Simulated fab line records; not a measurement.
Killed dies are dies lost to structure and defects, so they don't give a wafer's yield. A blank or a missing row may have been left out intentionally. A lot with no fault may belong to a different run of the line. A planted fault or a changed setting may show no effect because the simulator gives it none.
Chamber matching + flow n5Finfet + N5_BEOL_M7_ETCH_65 on rieDiel-06: 4 sister chambers
The step etches SiARC in CF4, target depth 15.6 nm, time 26 s. 14 wafers are shown with their chamber, then 7 later ones without.

== WAFERS PAIRED WITH THEIR CHAMBERS ==
| wafer  | chamber | showerheadPlenumPTorr (Torr) | drypumpMotorCurrentA (A) | throttleValvePct (%) |
|--------|---------|------------------------------|--------------------------|----------------------|
| L633.1 | 1       | 2.11                         | 5.28                     | 15.77                |
| L633.2 | 2       | 2.22                         | 5.41                     | 15.48                |
| L633.5 | 3       | 2.26                         | 5.88                     | 15.23                |
| L634.1 | 3       | 2.26                         | 5.90                     | 15.24                |
| L634.2 | 2       | 2.21                         | 5.45                     | 15.48                |
| L634.3 | 1       | 2.11                         | 5.29                     | 15.77                |
| L637.2 | 2       | 2.21                         | 5.45                     | 15.47                |
| L637.3 | 1       | 2.11                         | 5.31                     | 15.78                |
| L637.6 | 0       | 2.13                         | 5.77                     | 15.96                |
| L638.1 | 1       | 2.11                         | 5.28                     | 15.80                |
| L638.4 | 3       | 2.26                         | 5.89                     | 15.24                |
| L638.6 | 3       | 2.26                         | 5.88                     | 15.27                |
| L646.1 | 2       | 2.21                         | 5.44                     | 15.54                |
| L646.5 | 3       | 2.25                         | 5.90                     | 15.29                |

SIGNATURES (averages over the wafers above)
| reading               | chamber 0 | chamber 1 | chamber 2 | chamber 3 | scatter within a chamber |
|-----------------------|-----------|-----------|-----------|-----------|--------------------------|
| showerheadPlenumPTorr | 2.1300    | 2.1100    | 2.2125    | 2.2580    | 0.00394                  |
| drypumpMotorCurrentA  | 5.7700    | 5.2900    | 5.4375    | 5.8900    | 0.0144                   |
| throttleValvePct      | 15.9600   | 15.7800   | 15.4925   | 15.2540   | 0.0249                   |
Rule: a wafer's distance from a chamber is the root of the sum, over the readings, of the square of ((its reading less the chamber's mean) divided by the reading's scatter). If the next closest chamber is less than 2 further off than the closest, the wafer can't be placed; otherwise it belongs to the closest. How the scatter is found: for the shown wafers, subtract from each reading the mean of its chamber, square and add these, divide the total by (wafers less chambers), then take the root.

== WAFERS WITH NO CHAMBER GIVEN ==
| wafer  | showerheadPlenumPTorr (Torr) | drypumpMotorCurrentA (A) | throttleValvePct (%) |
|--------|------------------------------|--------------------------|----------------------|
| L646.6 | 2.21                         | 5.45                     | 15.52                |
| L645.1 | 2.21                         | 5.42                     | 15.53                |
| L645.2 | 2.25                         | 5.89                     | 15.29                |
| L645.4 | 2.25                         | 5.91                     | 15.29                |
| L649.3 | 2.20                         | 5.42                     | 15.54                |
| L649.5 | 2.25                         | 5.90                     | 15.31                |
| L649.6 | 2.20                         | 5.40                     | 15.54                |

== CHAMBER TAKEN BY EACH ==
| wafer  | from the rows above | in truth |
|--------|---------------------|----------|
| L646.6 | 2                   | 2        |
| L645.1 | 2                   | 2        |
| L645.2 | 3                   | 3        |
| L645.4 | 3                   | 3        |
| L649.3 | 2                   | 2        |
| L649.5 | 3                   | 3        |
| L649.6 | 2                   | 2        |
Correctly placed: 7 of 7. Not placeable from these rows: 0. Placed wrongly: 0.
